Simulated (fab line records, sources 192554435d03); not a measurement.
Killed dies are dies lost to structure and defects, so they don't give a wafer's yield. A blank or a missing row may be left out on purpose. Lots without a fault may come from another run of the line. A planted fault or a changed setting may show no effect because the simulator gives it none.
Split-lot experiment | flow n5_finfet | 7 lots, 39 wafers read, on a route of 1938 steps

THE SPLIT
At N5_HKMG_FIN_ETCH_58 (etches SOC in N2/H2, target depth 215.8 nm, time 741 s), the setting bias_w was moved away from the recipe's 13 W on 18 of the 39 wafers read, by -12.7% to +16.6%. The other wafers ran this setting at the recipe's value.

The reading is taken at the split's own step.

THE READING
rf_vpp_V, in V, at N5_HKMG_FIN_ETCH_58 (etches SOC in N2/H2, target depth 215.8 nm, time 741 s). Fault-free wafers of this fab line usually give 99.1 V, standard deviation 0.98 V.

wafer  | tool, chamber at the split | bias_w as run, W | against the recipe | rf_vpp_V, V | against lot-mates on the recipe
L076.1 | rie_diel-03, 2             | 13               | recipe             | 99.1        | -
L076.2 | rie_diel-03, 3             | 13               | recipe             | 101.7       | -
L076.3 | rie_diel-03, 1             | 11.35            | -12.7%             | 91.2        | -9.0
L076.4 | rie_diel-03, 0             | 11.35            | -12.7%             | 92.2        | -8.0
L076.5 | rie_diel-03, 2             | 13               | recipe             | 99.9        | -
L076.6 | rie_diel-03, 3             | 11.35            | -12.7%             | 89.1        | -11.1
L080.1 | rie_diel-05, 0             | 14.87            | +14.4%             | 107.0       | +7.9
L080.2 | rie_diel-05, 1             | 14.87            | +14.4%             | 107.7       | +8.6
L080.3 | rie_diel-05, 3             | 13               | recipe             | 99.9        | -
L080.4 | rie_diel-05, 0             | 13               | recipe             | 98.7        | -
L080.5 | rie_diel-05, 3             | 14.87            | +14.4%             | 108.0       | +8.9
L080.6 | rie_diel-05, 1             | 13               | recipe             | 98.6        | -
L081.1 | rie_diel-05, 3             | 13               | recipe             | 98.2        | -
L081.2 | rie_diel-05, 1             | 13               | recipe             | 99.6        | -
L081.3 | rie_diel-05, 0             | 15.16            | +16.6%             | 109.3       | +10.2
L081.4 | rie_diel-05, 1             | 13               | recipe             | 99.4        | -
L081.5 | rie_diel-05, 0             | 15.16            | +16.6%             | 109.4       | +10.3
L081.6 | rie_diel-05, 3             | 15.16            | +16.6%             | 109.0       | +9.9
L085.1 | rie_diel-05, 2             | 14.95            | +15.0%             | 108.1       | +8.7
L085.2 | rie_diel-05, 1             | 13               | recipe             | 99.6        | -
L085.3 | rie_diel-05, 0             | 14.95            | +15.0%             | 110.1       | +10.7
L085.4 | rie_diel-05, 2             | 14.95            | +15.0%             | 108.7       | +9.3
L085.5 | rie_diel-05, 0             | 13               | recipe             | 99.4        | -
L085.6 | rie_diel-05, 1             | 13               | recipe             | 99.1        | -
L086.2 | rie_diel-01, 3             | 13               | recipe             | 97.4        | -
L086.3 | rie_diel-01, 0             | 13               | recipe             | 97.1        | -
L086.4 | rie_diel-01, 1             | 13               | recipe             | 99.1        | -
L088.1 | rie_diel-01, 3             | 15.06            | +15.8%             | 108.1       | +9.0
L088.2 | rie_diel-01, 0             | 13               | recipe             | 98.6        | -
L088.3 | rie_diel-01, 2             | 13               | recipe             | 100.2       | -
L088.4 | rie_diel-01, 1             | 13               | recipe             | 98.4        | -
L088.5 | rie_diel-01, 1             | 15.06            | +15.8%             | 109.7       | +10.6
L088.6 | rie_diel-01, 2             | 15.06            | +15.8%             | 109.1       | +10.0
L089.1 | rie_diel-05, 3             | 14.73            | +13.3%             | 107.9       | +7.8
L089.2 | rie_diel-05, 2             | 13               | recipe             | 100.5       | -
L089.3 | rie_diel-05, 0             | 14.73            | +13.3%             | 107.8       | +7.7
L089.4 | rie_diel-05, 1             | 14.73            | +13.3%             | 105.3       | +5.2
L089.5 | rie_diel-05, 1             | 13               | recipe             | 98.5        | -
L089.6 | rie_diel-05, 2             | 13               | recipe             | 101.3       | -

THE FIT
A straight line over all 39 wafers: rf_vpp_V changes by +0.619 V for each +1% of bias_w; r = +0.98; the points scatter about the line by 1.1 V.
The same after taking each lot's own level away (the mean of its wafers on the recipe; 39 wafers): +0.634 V for each +1%; r = +0.98; scatter 1 V.
On that fit, the largest move of bias_w shifts the reading by 11 V.
The lots' own levels span 97.87 to 100.23 V, that is 2.4 times the standard deviation above.
So the lot-to-lot level changes the slope little: the two slopes agree.
Check: with one of the wafers moved furthest among these (+16.6%) left out of the fit, the line predicts +10.2 V for it against its lot-mates. It came out at +10.2 V against them.
Tool readings at the split's step, against how far the setting was moved: rf_vpp_V r = +0.98.

OTHER SPLITS ON THESE WAFERS
These wafers also went through other splits before the reading. Each is held against what the fit with the lots' levels taken away leaves over:
other split on the same wafers               | wafers away from the commonest value | r with rf_vpp_V (lot level and that fit taken away)
N5_PMOS_HMC_CHANNEL_EPI_FIN_RECESS_16 time_s | 12                                   | +0.11
N5_FIN_SAQP_HM_DEP_72 target_thk_a           | 18                                   | -0.22
N5_DUMMY_GATE_EXPOSE_12 dose_mj              | 15                                   | +0.13
N5_DUMMY_GATE_ETCH_31 target_depth_a         | 12                                   | -0.04

THE FILE'S OWN FIT
rf_vpp_V changes by +0.619 V for each +1% of bias_w, r = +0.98.
